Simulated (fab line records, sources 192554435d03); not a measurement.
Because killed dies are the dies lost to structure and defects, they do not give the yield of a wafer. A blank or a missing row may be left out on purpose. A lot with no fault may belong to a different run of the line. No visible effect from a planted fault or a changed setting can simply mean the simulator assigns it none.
2 desks looking at one fault	flow n5Finfet	each desk has only its own numbers; what lay behind them comes last

TOOL OWNER'S DESK, rieDiel-01
The tool's own readings at N5_BEOL_M4_ETCH_70 (etches SOC in N2/H2, target depth 80 nm, overetch 24 nm, time 130 s): means of the sampled wafers that have a number, for each lot that ran on this tool. If a lot's mean is further than 4 standard deviations from the usual mean, the lot is out of limits and carries the mark OUT (the distance appears in the brackets).
Columns: A = biasW at N5_BEOL_M4_ETCH_70, usual 150.0 W; B = drypumpMotorCurrentA at N5_BEOL_M4_ETCH_70, usual 6.0 A; C = oesProductAu at N5_BEOL_M4_ETCH_70, usual 0.58 a.u.; D = rfVppV at N5_BEOL_M4_ETCH_70, usual 524.2 V; E = showerheadPlenumPTorr at N5_BEOL_M4_ETCH_70, usual 2.56 Torr; F = tempC at N5_BEOL_M4_ETCH_70, usual 39.98 C; G = throttleValvePct at N5_BEOL_M4_ETCH_70, usual 17.90 %
lot	first seen here	A	B	C	D	E	F	G
L305	day 7 09:24	149.8	6.4	0.61	525.5	2.60	40.04	17.94
L309	day 8 16:43	149.6	6.3	0.57	525.6	2.59	40.31	17.91
L311	day 9 06:58	150.2	6.2	0.56	524.0	2.55	40.30	17.94
L323	day 12 12:34	150.2	6.2	0.55	523.0	2.53	39.94	17.99
L322	day 12 12:58	150.3	6.2	0.58	524.9	2.59	39.94	17.88
L325	day 12 17:25	149.6	6.6	0.55	523.6	2.57	40.04	18.12
L326	day 13 05:31	150.3	6.4	0.57	524.8	2.58	39.99	18.03
This desk's finding: nothing out of limits on any of the 7 lots.

FROM THE METROLOGY DESK
Lot by lot, what the gauges showed, no matter which tool ran the lot: averages of those sampled wafers that carry a number. If a lot's mean is further than 4 standard deviations from the usual mean, the lot is out of limits and carries the mark OUT (the distance appears in the brackets). Of its 10 readings 7 are shown: those that lie furthest out on some lot.
Columns: A = DIBL_N at N5_BEOL_M4_RC_MEAS_101, usual 36.3 mV/V; B = IOFF_N at N5_BEOL_M4_RC_MEAS_101, usual 0.164 nA/um; C = IOFF_P at N5_BEOL_M4_RC_MEAS_101, usual 0.214 nA/um; D = ION_P at N5_BEOL_M4_RC_MEAS_101, usual 461 uA/um; E = SS_N at N5_BEOL_M4_RC_MEAS_101, usual 71.6 mV/dec; F = VT_N at N5_BEOL_M4_RC_MEAS_101, usual 249.4 mV; G = VT_P at N5_BEOL_M4_RC_MEAS_101, usual -250.0 mV
lot	first seen here	A	B	C	D	E	F	G
L305	day 7 14:05	36.1	0.157	0.188	453	71.7	249.7	-252.7
L309	day 8 20:59	36.3	0.155	0.192	452	71.8	252.5	-251.3
L311	day 9 11:40	35.1	0.130	0.201	463	70.9	253.3	-249.3
L310	day 9 13:40	37.1	0.175	0.258	473	71.9	246.0	-244.4
L323	day 12 16:58	33.6	0.132	0.180	456	71.1	252.2	-252.0
L322	day 12 18:50	35.6	0.174	0.208	460	72.2	248.4	-251.7
L325	day 12 22:19	38.2	0.186	0.227	460	71.3	247.1	-247.9
L326	day 13 12:11	36.8	0.179	0.240	462	71.5	246.4	-248.6
This desk's finding: nothing out of limits on any of the 8 lots.

TAKEN TOGETHER
Nothing out of limits was seen by the tool owner's desk.
Metrology desk: nothing out of limits seen.

WHAT THE SIMULATOR HAD PUT IN
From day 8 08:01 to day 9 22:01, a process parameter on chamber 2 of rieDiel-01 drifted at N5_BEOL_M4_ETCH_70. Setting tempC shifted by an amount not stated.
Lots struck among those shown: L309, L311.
